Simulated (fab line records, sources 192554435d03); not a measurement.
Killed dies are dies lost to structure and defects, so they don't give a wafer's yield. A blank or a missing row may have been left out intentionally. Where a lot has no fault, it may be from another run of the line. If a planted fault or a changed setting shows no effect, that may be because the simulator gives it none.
fab line records | flow n5Finfet
record: lots: 5 wafers: 15 lastDay: 17
route steps=1938 shown STI_FIN_REVEAL@197 DUMMY_GATE@212
lots that met no fault: taken from a fault-free run of the same line
startH: hours from the record's opening day to when the first of the lot's shown wafers began | waitH: hours elapsed since this lot's preceding step | " repeats the value in the row above | L1.1+2: a single row standing in for several wafers | - no value present, or no start provided | * or withheld: withheld | < > ~ a bound
route shown NAME@n: a module of which the file shows steps, and the number in the route of the first | usual: mean and standard deviation over wafers with no fault | same: alike in all rows | chamber/n: place in a boat | sites: per-site readings | _std_site: their standard deviation | _edge_site: mean of outer sites minus mean of inner sites | radiusMm: how far each site lies from the wafer's centre | mask NAME#n: copy n | behind: the tool/chamber that last shaped the wafer | hold: cause of the lot's hold/its duration in hours/its outcome | device: the transistor (n, p or np) that didn't switch | end of line: the route-end tests of the same wafers | a step without rows: its recipe alone | killed: dies that structure and defects cost at the first sort, which is not the same as the wafer's yield | map: shows each die of a wafer: x if killed, . if not, _ if none is there
set.NAME: the run value of the setting; set.NAME@STEP: its run value at that earlier step | model.NAME: the simulator's own value behind a step, which no gauge read
lots at selected steps of the route; one table per step, one row per wafer
services: a tool's chamber out of use, with start hour (startH, from the record's first day; less than 0 if before it), hours out, and reason
== steps ==
step: N5_STI_FIN_REVEAL_STRIP_16
recipe: chemistry: H3PO4 material: SiNx tempC: 165 targetDepthA: 238 overetchFraction: 0.4964 dry: ipaMarangoni
columns lot.wafer tool chamber startH waitH
L075.3+4+5 wetBench-01 2,0,5 43.06 0.7
L076.1+2+3 wetBench-01 0,5,1 49.39 2.7
L077.1+3+4 wetBench-04 6,1,3 53.27 1.1
L084.1+4+6 wetBench-02 2,6,3 98.27 1.1
L095.1+2+4 wetBench-02 1,4,3 161.78 1.1
step: N5_STI_FIN_REVEAL_PRECLEAN_17
recipe: chemistry: NF3:NH3 afsCycles: 1 tempC: 30 timeS: 20 sublimationTempC: 180 sublimationTimeS: 60 pressureTorr: 3 rfPowerW: 30
same: timeS: 20
columns lot.wafer tool chamber startH waitH
L075.3+4+5 remotePlasma-01 1 43.45 0.2
L076.1+2+3 remotePlasma-01 1 49.66 0.0
L077.1+3+4 remotePlasma-01 1 53.54 0.0
L084.1+4+6 remotePlasma-01 1 98.54 0.0
L095.1+2+4 remotePlasma-02 1 162.06 0.0
step: N5_STI_FIN_REVEAL_ETCH_34
recipe: chemistry: H2 mode: isotropic material: Si target: Si targetDepthA: 9.7 tempC: 20 pressureMtorr: 4.5 icpW: 300 biasW: 0 h2FlowSccm: 7.5 heFlowSccm: 142.5
usual: drypumpMotorCurrentA: 5.5/0.37 oesProductAu: 1.002/0.024 throttleValvePct: 25.8/0.48
columns lot.wafer tool chamber startH waitH drypumpMotorCurrentA oesProductAu rfHoursCounterH throttleValvePct
L075.3 rieSi-06 0 43.71 0.2 5.2 1.007 175 25.2
L075.4 " 2 " " 5.5 1.011 - 26.3
L075.5 " 1 " " 5.8 1.018 - 26.7
L076.1 rieSi-03 0 50.05 0.3 5.0 1.033 52 25.6
L076.2 " 1 " " 5.7 1.033 180 25.0
L076.3 " 3 " " 5.3 1.032 113 25.8
L077.1 rieSi-01 3 53.92 0.3 6.1 0.997 180 25.6
L077.3 " 1 " " 6.3 1.005 61 25.9
L077.4 " 0 " " 5.6 0.957 111 26.0
L084.1 rieSi-01 0 98.74 0.2 5.6 0.976 112 26.0
L084.4 " 3 " " 6.2 0.998 181 25.6
L084.6 " 0 " " 5.5 0.971 - 26.0
L095.1 rieSi-03 2 162.26 0.2 5.3 0.977 8 26.3
L095.2 " 0 " " 5.0 1.025 54 25.6
L095.4 " 3 " " 5.3 1.031 114 25.8
step: N5_STI_FIN_REVEAL_OXIDATION_31
recipe: chemistry: O2_PLASMA_REMOTE tempC: 150 timeS: 20 pressureMtorr: 1000 sourcePowerW: 2000 o2FlowSccm: 3000
usual: drypumpMotorCurrentA: 6.06/0.25 heaterPowerW: 154/11 tempCMax: 151.05/0.29
same: timeS: 20
columns lot.wafer tool chamber startH waitH drypumpMotorCurrentA heaterPowerW rfHoursCounterH tempCMax
L075.3 plasmaAsher-02 0 43.79 0.1 6.39 162 - 150.84
L075.4 " 1 " " 6.10 136 - 150.72
L075.5 " 1 " " 6.10 139 - 151.25
L076.1 plasmaAsher-02 1 50.11 0.0 6.12 137 83 151.33
L076.2 " 0 " " 6.37 161 83 151.28
L076.3 " 0 " " 6.39 165 - 151.40
L077.1 plasmaAsher-01 0 53.98 0.0 5.73 163 28 150.79
L077.3 " 0 " " 5.79 165 - 150.69
L077.4 " 1 " " 5.95 164 - 150.96
L084.1 plasmaAsher-02 1 98.80 0.0 6.09 137 93 150.94
L084.4 " 0 " " 6.39 159 - 150.81
L084.6 " 1 " " 6.09 137 - 151.10
L095.1 plasmaAsher-02 0 162.32 0.0 6.38 159 106 151.42
L095.2 " 1 " " 6.10 141 106 150.74
L095.4 " 0 " " 6.38 161 - 151.41
step: N5_STI_FIN_REVEAL_PRECLEAN_32
recipe: chemistry: NF3:NH3 afsCycles: 1 tempC: 30 timeS: 20 sublimationTempC: 180 sublimationTimeS: 60 pressureTorr: 3 rfPowerW: 30
same: timeS: 20
columns lot.wafer tool chamber startH waitH
L075.3+4+5 remotePlasma-02 0 43.92 0.1
L076.1+2+3 remotePlasma-02 0 50.19 0.1
L077.1+3+4 remotePlasma-02 1 54.07 0.1
L084.1+4+6 remotePlasma-02 0 98.88 0.1
L095.1+2+4 remotePlasma-01 1 162.40 0.1
step: N5_STI_FIN_REVEAL_STRIP_35
recipe: chemistry: H3PO4 material: Si3N4 tempC: 165 targetDepthA: 40 timeS: 39
same: timeS: 39
columns lot.wafer tool chamber startH waitH
L075.3+4+5 wetBench-04 5,0,1 44.07 0.1
L076.1+2+3 wetBench-04 1,2,7 50.40 0.2
L077.1+3+4 wetBench-04 0,4,2 54.28 0.2
L084.1+4+6 wetBench-02 4,0,5 99.09 0.2
L095.1+2+4 wetBench-01 2,5,4 162.79 0.3
step: N5_STI_FIN_REVEAL_SRD_21
recipe: dry: ipaMarangoni timeS: 30 tempC: 23 rinseLiquid: diw
same: timeS: 30
columns lot.wafer tool chamber startH waitH
L075.3+4+5 wetBench-04 5,0,1 44.08 0.0
L076.1+2+3 wetBench-04 1,2,7 50.41 0.0
L077.1+3+4 wetBench-04 0,4,2 54.29 0.0
L084.1+4+6 wetBench-02 4,0,5 99.11 0.0
L095.1+2+4 wetBench-01 2,5,4 162.81 0.0
step: N5_STI_FIN_REVEAL_OXIDATION_33
recipe: chemistry: O2_PLASMA_REMOTE tempC: 150 timeS: 20 pressureMtorr: 1000 sourcePowerW: 2000 o2FlowSccm: 3000
usual: drypumpMotorCurrentA: 6.08/0.25 heaterPowerW: 154/11 tempCMax: 151.02/0.29
same: timeS: 20
columns lot.wafer tool chamber startH waitH drypumpMotorCurrentA heaterPowerW rfHoursCounterH tempCMax
L075.3 plasmaAsher-02 1 44.15 0.0 6.12 136 - 150.78
L075.4 " 0 " " 6.39 163 - 151.28
L075.5 " 1 " " 6.11 138 - 150.86
L076.1 plasmaAsher-02 1 50.46 0.0 6.11 138 83 150.95
L076.2 " 0 " " 6.40 165 83 151.86
L076.3 " 1 " " 6.12 136 - 150.84
L077.1 plasmaAsher-02 1 54.34 0.0 6.12 139 85 151.27
L077.3 " 1 " " 6.10 136 - 151.23
L077.4 " 0 " " 6.39 160 - 150.94
L084.1 plasmaAsher-02 0 99.15 0.0 6.39 159 93 150.70
L084.4 " 0 " " 6.39 158 - 151.01
L084.6 " 0 " " 6.39 161 - 151.21
L095.1 plasmaAsher-01 0 162.85 0.0 5.72 161 48 150.75
L095.2 " 1 " " 5.92 161 48 150.97
L095.4 " 0 " " 5.70 164 - 151.08
step: N5_STI_FIN_REVEAL_CLEAN_19
recipe: chemistry: O3/DIW tempC: 25 timeS: 120 o3Ppm: 10
same: timeS: 120
columns lot.wafer tool chamber startH waitH
L075.3+4+5 wetBench-01 7,3,6 44.21 0.0
L076.1+2+3 wetBench-02 6,4,5 50.55 0.1
L077.1+3+4 wetBench-02 7,4,6 54.42 0.1
L084.1+4+6 wetBench-01 4,5,3 99.24 0.1
L095.1+2+4 wetBench-04 3,0,5 162.95 0.1
step: N5_STI_FIN_REVEAL_SRD_23
recipe: dry: ipaMarangoni timeS: 30 tempC: 23 rinseLiquid: diw
same: timeS: 30
columns lot.wafer tool chamber startH waitH
L075.3+4+5 wetBench-01 7,3,6 44.25 0.0
L076.1+2+3 wetBench-02 6,4,5 50.58 0.0
L077.1+3+4 wetBench-02 7,4,6 54.46 0.0
L084.1+4+6 wetBench-01 4,5,3 99.28 0.0
L095.1+2+4 wetBench-04 3,0,5 162.98 0.0
step: N5_STI_FIN_REVEAL_CD_MEAS_22
recipe: targetCdNm: 6.238 pitchNm: 28 polarity: line
usual: cdNm: 6.21/0.29
columns lot.wafer tool chamber startH waitH cdNm
L075.3 cdSem-02 - 44.29 0.0 6.20
L075.4 " - " " 5.60
L075.5 " - " " 5.91
L076.1 cdSem-02 - 50.62 0.0 5.32
L076.2 " - " " 5.79
L076.3 " - " " 5.66
L077.1 cdSem-02 - 54.50 0.0 6.67
L077.3 " - " " 6.66
L077.4 " - " " 6.51
L084.1 cdSem-01 - 99.32 0.0 6.52
L084.4 " - " " 6.51
L084.6 " - " " 6.28
L095.1 cdSem-01 - 163.02 0.0 6.37
L095.2 " - " " 6.12
L095.4 " - " " 6.06
step: N5_STI_FIN_REVEAL_FIN_H_MEAS_10
usual: trenchDepthNm: 51.6/0.75
columns lot.wafer tool chamber startH waitH trenchDepthNm
L075.3 ocd-01 - 44.32 0.0 52.0
L075.4 " - " " 51.7
L075.5 " - " " 51.5
L076.1 ocd-02 - 50.65 0.0 52.0
L076.2 " - " " 52.2
L076.3 " - " " 53.2
L077.1 ocd-02 - 54.53 0.0 50.1
L077.3 " - " " 50.8
L077.4 " - " " 51.5
L084.1 ocd-02 - 99.35 0.0 51.5
L084.4 " - " " 51.9
L084.6 " - " " 52.5
L095.1 ocd-02 - 163.05 0.0 52.4
L095.2 " - " " 51.3
L095.4 " - " " 52.1
step: N5_STI_FIN_REVEAL_PRECLEAN_18
recipe: chemistry: SC2 timeS: 45 tempC: 35 mix: 1:1:50
same: timeS: 45
columns lot.wafer tool chamber startH waitH
L075.3+4+5 wetBench-01 3,6,5 44.35 0.0
L076.1+2+3 wetBench-01 3,1,6 50.69 0.0
L077.1+3+4 wetBench-04 2,6,3 54.56 0.0
L084.1+4+6 wetBench-04 5,3,4 99.38 0.0
L095.1+2+4 wetBench-02 0,3,7 163.09 0.0
step: N5_STI_FIN_REVEAL_SRD_28
recipe: dry: ipaMarangoni timeS: 30 tempC: 23 rinseLiquid: diw
same: timeS: 30
columns lot.wafer tool chamber startH waitH
L075.3+4+5 wetBench-01 3,6,5 44.37 0.0
L076.1+2+3 wetBench-01 3,1,6 50.70 0.0
L077.1+3+4 wetBench-04 2,6,3 54.58 0.0
L084.1+4+6 wetBench-04 5,3,4 99.39 0.0
L095.1+2+4 wetBench-02 0,3,7 163.10 0.0
step: N5_STI_FIN_REVEAL_INSPECT_13
recipe: inspectInstrument: darkfield mode: postClean
usual: rawDefectCount: 14/6
columns lot.wafer tool chamber startH waitH rawDefectCount
L075.3 defectInspect-01 - 44.41 0.0 17
L075.4 " - " " 11
L075.5 " - " " 20
L076.1 defectInspect-01 - 50.74 0.0 12
L076.2 " - " " 19
L076.3 " - " " 5
L077.1 defectInspect-02 - 54.62 0.0 20
L077.3 " - " " 14
L077.4 " - " " 31
L084.1 defectInspect-02 - 99.43 0.0 23
L084.4 " - " " 14
L084.6 " - " " 15
L095.1 defectInspect-02 - 163.14 0.0 16
L095.2 " - " " 25
L095.4 " - " " 16
step: N5_DUMMY_GATE_PRECLEAN_00
recipe: chemistry: O3/DIW timeS: 60 tempC: 22 o3Ppm: 10
same: timeS: 60
columns lot.wafer tool chamber startH waitH
L075.3+4+5 wetBench-03 4,0,3 44.44 0.0
L076.1+2+3 wetBench-06 4,2,1 50.77 0.0
L077.1+3+4 wetBench-06 4,3,2 54.65 0.0
L084.1+4+6 wetBench-03 4,0,2 99.46 0.0
L095.1+2+4 wetBench-03 5,6,0 163.17 0.0
step: N5_DUMMY_GATE_SRD_01
recipe: timeS: 30 tempC: 23 rinseLiquid: diw dry: ipaMarangoni
same: timeS: 30
columns lot.wafer tool chamber startH waitH
L075.3+4+5 wetBench-03 4,0,3 44.46 0.0
L076.1+2+3 wetBench-06 4,2,1 50.79 0.0
L077.1+3+4 wetBench-06 4,3,2 54.67 0.0
L084.1+4+6 wetBench-03 4,0,2 99.48 0.0
L095.1+2+4 wetBench-03 5,6,0 163.19 0.0
step: N5_DUMMY_GATE_ALD_02
recipe: material: SiO2 targetThkA: 20 tempC: 300 aldPrecursorFamily: BDEAS aldCoReactant: O2-plasma pulseTimeS: 1 pressureTorr: 2
usual: heaterPowerW: 476/47 precursorPulseHeightRel: 1.000/0.018
columns lot.wafer tool chamber startH waitH heaterPowerW precursorPulseHeightRel
L075.3 aldSin-03 3 44.50 0.0 419 0.999
L075.4 " 2 " " 460 0.985
L075.5 " 1 " " 452 0.982
L076.1 aldSin-03 3 50.84 0.0 411 1.006
L076.2 " 2 " " 447 1.003
L076.3 " 0 " " 412 1.025
L077.1 aldSin-03 1 55.12 0.4 462 1.021
L077.3 " 0 " " 403 1.007
L077.4 " 3 " " 427 1.016
L084.1 aldSin-03 1 101.22 1.7 432 0.992
L084.4 " 0 " " 404 0.989
L084.6 " 2 " " 468 1.041
L095.1 aldSin-04 0 163.54 0.3 541 0.991
L095.2 " 2 " " 493 0.989
L095.4 " 2 " " 487 1.028
step: N5_DUMMY_GATE_CVD_03
recipe: material: a-Si targetThkA: 1500 tempC: 530 precursor: SiH4 timeS: 8042
usual: zonePowerLowerPct: 7.5/0.56
same: timeS: 8042
columns lot.wafer tool chamber startH waitH zonePowerLowerPct
L075.3 lpcvd-02 0/75 44.61 0.1 7.3
L075.4 " 0/79 " " 7.3
L075.5 " 0/84 " " 7.3
L076.1 lpcvd-02 1/90 50.94 0.1 8.4
L076.2 " 1/95 " " 8.4
L076.3 " 1/100 " " 8.4
L077.1 lpcvd-02 0/15 55.23 0.1 7.2
L077.3 " 0/25 " " 7.2
L077.4 " 0/29 " " 7.2
L084.1 lpcvd-01 1/65 101.32 0.1 7.5
L084.4 " 1/79 " " 7.5
L084.6 " 1/89 " " 7.5
L095.1 lpcvd-01 1/65 163.65 0.1 7.5
L095.2 " 1/70 " " 7.5
L095.4 " 1/79 " " 7.5
step: N5_DUMMY_GATE_PRECLEAN_46
recipe: chemistry: DIW timeS: 89.5 tempC: 23
same: timeS: 89.5
columns lot.wafer tool chamber startH waitH
L075.3+4+5 wetBench-03 5,6,7 48.28 0.0
L076.1+2+3 wetBench-03 5,3,0 54.62 0.0
L077.1+3+4 wetBench-03 0,4,6 58.92 0.0
L084.1+4+6 wetBench-05 4,6,0 105.01 0.0
L095.1+2+4 wetBench-03 6,3,1 167.34 0.0
step: N5_DUMMY_GATE_SRD_47
recipe: dryTimeS: 32 dry: n2Spin spinRpm: 1500
same: dryTimeS: 32
columns lot.wafer tool chamber startH waitH
L075.3+4+5 wetBench-03 5,6,7 48.31 0.0
L076.1+2+3 wetBench-03 5,3,0 54.65 0.0
L077.1+3+4 wetBench-03 0,4,6 58.94 0.0
L084.1+4+6 wetBench-05 4,6,0 105.04 0.0
L095.1+2+4 wetBench-03 6,3,1 167.36 0.0
step: N5_DUMMY_GATE_CMP_04
recipe: material: a-Si postCmpClean: alkalineBrush
usual: motorCurrentA: 10.2/1.2 slurryFlowMlMin: 150.1/0.45 timeToEndpointS: 12.5/2.8
columns lot.wafer tool chamber startH waitH motorCurrentA slurryFlowMlMin timeToEndpointS
L075.3 cmp-04 1 48.35 0.0 9.3 150.1 11.0
L075.4 " 2 " " 8.3 150.0 16.6
L075.5 " 1 " " 9.2 150.1 13.0
L076.3 cmp-04 3 54.68 0.0 11.0 150.5 12.6
L076.2 " 0 " " 10.9 150.1 15.0
L076.1 " 1 " " 9.3 150.2 14.5
L077.1 cmp-02 2 58.98 0.0 9.3 149.9 13.5
L077.4 " 3 " " 9.1 150.0 10.1
L077.3 " 0 " " 10.8 149.5 10.3
L084.4 cmp-03 2 105.07 0.0 8.4 151.0 11.9
L084.1 " 1 " " 10.1 150.5 11.8
L084.6 " 3 " " 10.0 149.8 15.3
L095.1 cmp-04 3 167.39 0.0 11.7 150.3 11.2
L095.2 " 0 " " 10.7 150.5 16.7
L095.4 " 2 " " 9.1 149.4 13.4
step: N5_DUMMY_GATE_THK_MEAS_05
usual: thkNm: 71.4/1.2
columns lot.wafer tool chamber startH waitH thkNm
L075.3 filmMetro-01 - 48.59 0.2 72.1
L075.4 " - " " 72.6
L075.5 " - " " 71.1
L076.1 filmMetro-01 - 54.92 0.1 72.2
L076.2 " - " " 72.1
L076.3 " - " " 71.3
L077.1 filmMetro-02 - 59.22 0.2 71.9
L077.3 " - " " 69.6
L077.4 " - " " 70.1
L084.1 filmMetro-01 - 105.31 0.1 70.8
L084.4 " - " " 72.3
L084.6 " - " " 71.4
L095.1 filmMetro-02 - 167.64 0.2 69.7
L095.2 " - " " 71.8
L095.4 " - " " 71.4
step: N5_DUMMY_GATE_HM_DEP_06
recipe: material: SiNx targetThkA: 800 precursor: DCS/NH3 tempC: 700 pressureMtorr: 300 timeS: 5141
usual: zonePowerLowerPct: 11.8/0.93
same: timeS: 5141
columns lot.wafer tool chamber startH waitH zonePowerLowerPct
L075.3 lpcvd-01 0/50 48.61 0.0 10.8
L075.4 " 0/54 " " 10.8
L075.5 " 0/59 " " 10.8
L076.1 lpcvd-01 1/90 54.95 0.0 12.0
L076.2 " 1/95 " " 12.0
L076.3 " 1/100 " " 12.0
L077.1 lpcvd-01 0/90 59.24 0.0 10.8
L077.3 " 0/100 " " 10.8
L077.4 " 0/104 " " 10.8
L084.1 lpcvd-02 0/65 105.34 0.0 11.6
L084.4 " 0/79 " " 11.6
L084.6 " 0/89 " " 11.6
L095.1 lpcvd-02 0/65 167.66 0.0 11.7
L095.2 " 0/70 " " 11.7
L095.4 " 0/79 " " 11.7
step: N5_DUMMY_GATE_PECVD_30
recipe: material: SiO2 targetThkA: 550 tempC: 400 precursor: TEOS/O2 pressureTorr: 6.5 rfW: withheld teosFlowSccm: withheld gas: O2 flowSccm: 2650 timeS: 10.8
same: timeS: 10.8
columns lot.wafer tool chamber startH waitH
L075.3+4+5 pecvd-04 0,1,0 52.57 0.0
L076.1+2+3 pecvd-02 1,2,0 58.90 0.0
L077.1+3+4 pecvd-04 1,2,2 63.19 0.0
L084.1+4+6 pecvd-01 1,2,1 109.28 0.0
L095.1+2+4 pecvd-04 0,1,0 171.60 0.0
step: N5_DUMMY_GATE_COAT_34
recipe: resist: SOC tempC: 250 timeS: 60 spinRpm: 1500 resistThkNm: 60
usual: exhaustPa: 45.0/0.93 plateTempC: 250.05/0.17
same: timeS: 60
columns lot.wafer tool chamber startH waitH exhaustPa plateTempC
L075.3 lithoTrack-03 0 52.63 0.0 44.7 250.03
L075.4 " 0 " " 42.9 250.00
L075.5 " 0 " " 45.9 250.13
L076.1 lithoTrack-01 0 58.96 0.0 43.9 249.66
L076.2 " 0 " " 44.5 249.71
L076.3 " 0 " " 45.1 249.63
L077.1 lithoTrack-03 0 63.24 0.0 47.0 249.86
L077.3 " 0 " " 46.1 249.98
L077.4 " 0 " " 46.6 249.59
L084.1 lithoTrack-01 0 109.34 0.0 43.8 250.16
L084.4 " 0 " " 43.9 250.28
L084.6 " 0 " " 44.6 250.38
L095.1 lithoTrack-01 0 171.66 0.0 45.4 250.28
L095.2 " 0 " " 43.4 250.03
L095.4 " 0 " " 44.5 249.98
step: N5_DUMMY_GATE_COAT_35
recipe: resist: SiARC tempC: 220 timeS: 60 spinRpm: 1500 resistThkNm: 10
usual: exhaustPa: 44.9/0.95 plateTempC: 219.98/0.18
same: timeS: 60
columns lot.wafer tool chamber startH waitH exhaustPa plateTempC
L075.3 lithoTrack-03 0 - - 45.2 219.83
L075.4 " 0 " " 45.5 219.77
L075.5 " 0 " " 45.3 219.70
L076.1 lithoTrack-01 0 - - 45.4 219.77
L076.2 " 0 " " 44.0 219.99
L076.3 " 0 " " 44.7 219.85
L077.1 lithoTrack-03 0 - - 44.9 220.05
L077.3 " 0 " " 44.8 220.17
L077.4 " 0 " " 44.0 220.07
L084.1 lithoTrack-01 0 - - 45.0 219.82
L084.4 " 0 " " 45.4 220.01
L084.6 " 0 " " 44.6 219.96
L095.1 lithoTrack-01 0 - - 45.6 220.03
L095.2 " 0 " " 44.1 219.98
L095.4 " 0 " " 45.2 220.27
step: N5_DUMMY_GATE_COAT_28
recipe: resist: underlayer tempC: 205 timeS: 60 spinRpm: 1500 resistThkNm: 10
usual: exhaustPa: 44.7/0.97 plateTempC: 204.99/0.16
same: timeS: 60
columns lot.wafer tool chamber startH waitH exhaustPa plateTempC
L075.3 lithoTrack-03 0 - - 45.1 205.06
L075.4 " 0 " " 45.3 204.95
L075.5 " 0 " " 44.7 205.15
L076.1 lithoTrack-01 0 - - 46.2 205.26
L076.2 " 0 " " 47.1 204.84
L076.3 " 0 " " 45.2 204.94
L077.1 lithoTrack-03 0 - - 44.1 204.89
L077.3 " 0 " " 45.1 204.80
L077.4 " 0 " " 46.3 205.11
L084.1 lithoTrack-01 0 - - 43.5 205.04
L084.4 " 0 " " 43.1 205.10
L084.6 " 0 " " 45.0 205.09
L095.1 lithoTrack-01 0 - - 44.6 205.00
L095.2 " 0 " " 46.3 204.94
L095.4 " 0 " " 43.1 205.06
step: N5_DUMMY_GATE_COAT_09
recipe: resist: CAR-EUV spinRpm: 1500 resistThkNm: 30
usual: exhaustPa: 45.1/0.89
columns lot.wafer tool chamber startH waitH exhaustPa
L075.3 lithoTrack-03 0 - - 45.6
L075.4 " 0 " " 44.7
L075.5 " 0 " " 45.0
L076.1 lithoTrack-01 0 - - 43.0
L076.2 " 0 " " 44.5
L076.3 " 0 " " 43.4
L077.1 lithoTrack-03 0 - - 45.1
L077.3 " 0 " " 44.4
L077.4 " 0 " " 45.4
L084.1 lithoTrack-01 0 - - 44.7
L084.4 " 0 " " 46.3
L084.6 " 0 " " 45.0
L095.1 lithoTrack-01 0 - - 45.8
L095.2 " 0 " " 45.6
L095.4 " 0 " " 44.4
step: N5_DUMMY_GATE_EBR_11
recipe: solvent: PGMEA ebrWidthMm: 1.5
usual: exhaustPa: 45.1/0.81
columns lot.wafer tool chamber startH waitH exhaustPa
L075.3 lithoTrack-03 0 - - 45.0
L075.4 " 0 " " 46.0
L075.5 " 0 " " 44.7
L076.1 lithoTrack-01 0 - - 46.0
L076.2 " 0 " " 45.9
L076.3 " 0 " " 46.0
L077.1 lithoTrack-03 0 - - 45.5
L077.3 " 0 " " 44.7
L077.4 " 0 " " 46.9
L084.1 lithoTrack-01 0 - - 45.3
L084.4 " 0 " " 44.8
L084.6 " 0 " " 45.3
L095.1 lithoTrack-01 0 - - 45.8
L095.2 " 0 " " 44.6
L095.4 " 0 " " 44.9
step: N5_DUMMY_GATE_SOFTBAKE_10
recipe: tempC: 110 timeS: 60 resist: CAR-EUV
usual: exhaustPa: 45.0/0.89 plateTempC: 110.00/0.14
same: timeS: 60
columns lot.wafer tool chamber startH waitH exhaustPa plateTempC
L075.3 lithoTrack-03 0 - - 45.5 109.70
L075.4 " 0 " " 46.3 109.62
L075.5 " 0 " " 46.7 109.93
L076.1 lithoTrack-01 0 - - 45.4 109.71
L076.2 " 0 " " 46.8 109.82
L076.3 " 0 " " 45.6 109.84
L077.1 lithoTrack-03 0 - - 45.4 109.96
L077.3 " 0 " " 43.8 109.91
L077.4 " 0 " " 44.5 109.89
L084.1 lithoTrack-01 0 - - 43.8 109.95
L084.4 " 0 " " 44.8 110.07
L084.6 " 0 " " 43.7 110.06
L095.1 lithoTrack-01 0 - - 45.5 110.04
L095.2 " 0 " " 44.3 110.19
L095.4 " 0 " " 43.3 110.09
step: N5_DUMMY_GATE_EXPOSE_12
recipe: maskId: GATE na: 0.33 sourceShape: annular sigmaInner: 0.2 sigmaOuter: 0.6 polarization: unpolarized targetCdNm: 25 doseMj: 34
usual: stageMsdNm: 0.849/0.0052
same: sigmaOuter: 0.6
columns lot.wafer tool chamber startH waitH mask stageMsdNm
L075.3 euvScanner-01 0 53.85 - GATE#0 0.840
L075.4 " 0 " " GATE#0 0.842
L075.5 " 0 " " GATE#0 0.844
L076.1 euvScanner-01 0 59.10 - GATE#0 0.838
L076.2 " 0 " " GATE#0 0.847
L076.3 " 0 " " GATE#0 0.842
L077.1 euvScanner-01 0 63.42 - GATE#0 0.845
L077.3 " 0 " " GATE#0 0.839
L077.4 " 0 " " GATE#0 0.841
L084.1 euvScanner-02 0 109.70 - GATE#0 0.856
L084.4 " 0 " " GATE#0 0.854
L084.6 " 0 " " GATE#0 0.851
L095.1 euvScanner-02 0 171.80 - GATE#0 0.847
L095.2 " 0 " " GATE#0 0.849
L095.4 " 0 " " GATE#0 0.847
step: N5_DUMMY_GATE_PEB_13
recipe: pebTempC: 100 pebTimeS: 60 resist: CAR-EUV
usual: exhaustPa: 45.1/0.85 plateTempC: 100.01/0.15
columns lot.wafer tool chamber startH waitH exhaustPa plateTempC
L075.3 lithoTrack-01 0 53.90 0.0 45.1 99.82
L075.4 " 0 " " 46.2 99.87
L075.5 " 0 " " 45.9 99.98
L076.1 lithoTrack-01 0 59.16 0.1 46.5 99.91
L076.2 " 0 " " 46.5 99.78
L076.3 " 0 " " 46.7 99.83
L077.1 lithoTrack-01 0 63.48 0.1 44.0 100.09
L077.3 " 0 " " 44.1 100.19
L077.4 " 0 " " 45.4 99.99
L084.1 lithoTrack-04 0 109.76 0.1 45.3 99.86
L084.4 " 0 " " 46.1 99.98
L084.6 " 0 " " 45.6 99.93
L095.1 lithoTrack-03 0 171.86 0.1 46.2 99.92
L095.2 " 0 " " 44.9 100.19
L095.4 " 0 " " 45.6 100.14
step: N5_DUMMY_GATE_DEVELOP_14
recipe: developTimeS: 30 developer: TMAH resist: CAR-EUV rinseLiquid: surfactantRinse dry: airSpin devTempC: 23
usual: exhaustPa: 44.9/0.87
columns lot.wafer tool chamber startH waitH exhaustPa
L075.3 lithoTrack-01 0 - - 43.9
L075.4 " 0 " " 44.7
L075.5 " 0 " " 45.6
L076.1 lithoTrack-01 0 - - 45.8
L076.2 " 0 " " 47.0
L076.3 " 0 " " 45.4
L077.1 lithoTrack-01 0 - - 45.5
L077.3 " 0 " " 45.7
L077.4 " 0 " " 45.8
L084.1 lithoTrack-04 0 - - 44.2
L084.4 " 0 " " 44.2
L084.6 " 0 " " 45.5
L095.1 lithoTrack-03 0 - - 43.6
L095.2 " 0 " " 43.5
L095.4 " 0 " " 44.9
step: N5_DUMMY_GATE_CD_MEAS_15
recipe: targetCdNm: 25.8 landingEnergyEv: 500 detector: seInlens
usual: cdNm: 25.08/0.23
columns lot.wafer tool chamber startH waitH cdNm
L075.3 cdSem-02 0 53.97 - 24.85
L075.4 " 0 " " 25.05
L075.5 " 0 " " 25.11
L076.1 cdSem-03 0 59.22 - 25.27
L076.2 " 0 " " 25.08
L076.3 " 0 " " 24.95
L077.1 cdSem-01 0 63.55 - 24.89
L077.3 " 0 " " 25.22
L077.4 " 0 " " 25.10
L084.1 cdSem-03 0 109.83 - 24.76
L084.4 " 0 " " 25.40
L084.6 " 0 " " 24.71
L095.1 cdSem-02 0 171.93 - 24.92
L095.2 " 0 " " 24.75
L095.4 " 0 " " 24.87
step: N5_DUMMY_GATE_OVL_MEAS_16
recipe: pointsPerWafer: 522
usual: GATE_OVL: 0.4/0.68
columns lot.wafer tool chamber startH waitH GATE_OVL[nm]
L075.3 overlay-01 0 54.02 0.0 -0.5
L075.4 " 0 " " 0.3
L075.5 " 0 " " 0.0
L076.1 overlay-01 0 59.26 0.0 1.0
L076.2 " 0 " " 0.7
L076.3 " 0 " " 0.3
L077.1 overlay-01 0 63.59 0.0 1.0
L077.3 " 0 " " 0.2
L077.4 " 0 " " 0.8
L084.1 overlay-01 0 109.87 0.0 0.5
L084.4 " 0 " " 1.7
L084.6 " 0 " " 1.3
L095.1 overlay-02 0 171.97 0.0 -1.0
L095.2 " 0 " " 0.1
L095.4 " 0 " " -0.5
step: N5_DUMMY_GATE_INSPECT_17
recipe: mode: adi inspectInstrument: brightfield
usual: rawDefectCount: 216/59
columns lot.wafer tool chamber startH waitH rawDefectCount
L075.3 defectInspect-01 - 54.07 0.0 128
L075.4 " - " " 146
L075.5 " - " " 145
L076.1 defectInspect-01 - 59.32 0.1 179
L076.2 " - " " 148
L076.3 " - " " 166
L077.1 defectInspect-01 - 63.65 0.1 181
L077.3 " - " " 155
L077.4 " - " " 130
L084.1 defectInspect-01 - 109.92 0.1 239
L084.4 " - " " 200
L084.6 " - " " 282
L095.1 defectInspect-02 - 172.02 0.1 262
L095.2 " - " " 210
L095.4 " - " " 251
== services ==
columns tool chamber startH hours kind
cmp-04 - 22.07 0.4 repair
cmp-04 - 22.96 0.5 repair
cmp-04 - 26.24 0.9 repair
aldSin-03 - 30.29 0.7 repair
pecvd-04 - 31.00 2.6 repair
lpcvd-01 - 35.84 5.1 repair
plasmaAsher-02 - 37.26 1.7 repair
aldSin-04 1 40.23 10.2 repair
cmp-02 - 41.24 4.5 pm
cmp-03 - 45.68 0.3 repair
plasmaAsher-02 - 52.32 1.4 repair
euvScanner-01 - 52.83 1.0 pm
euvScanner-02 - 57.73 17.3 pm
wetBench-01 - 64.20 2.6 repair
lpcvd-01 - 64.23 2.8 pm
euvScanner-01 - 75.03 4.6 pm
euvScanner-02 - 79.63 1.0 pm
aldSin-03 2 108.13 17.3 repair
euvScanner-01 - 108.98 1.0 pm
aldSin-03 1 117.65 21.3 repair
euvScanner-02 - 123.72 1.0 pm
euvScanner-01 - 129.23 83.5 repair
rieSi-03 1 130.58 2.0 repair
cmp-04 - 154.17 0.5 repair
== key ==
fault none
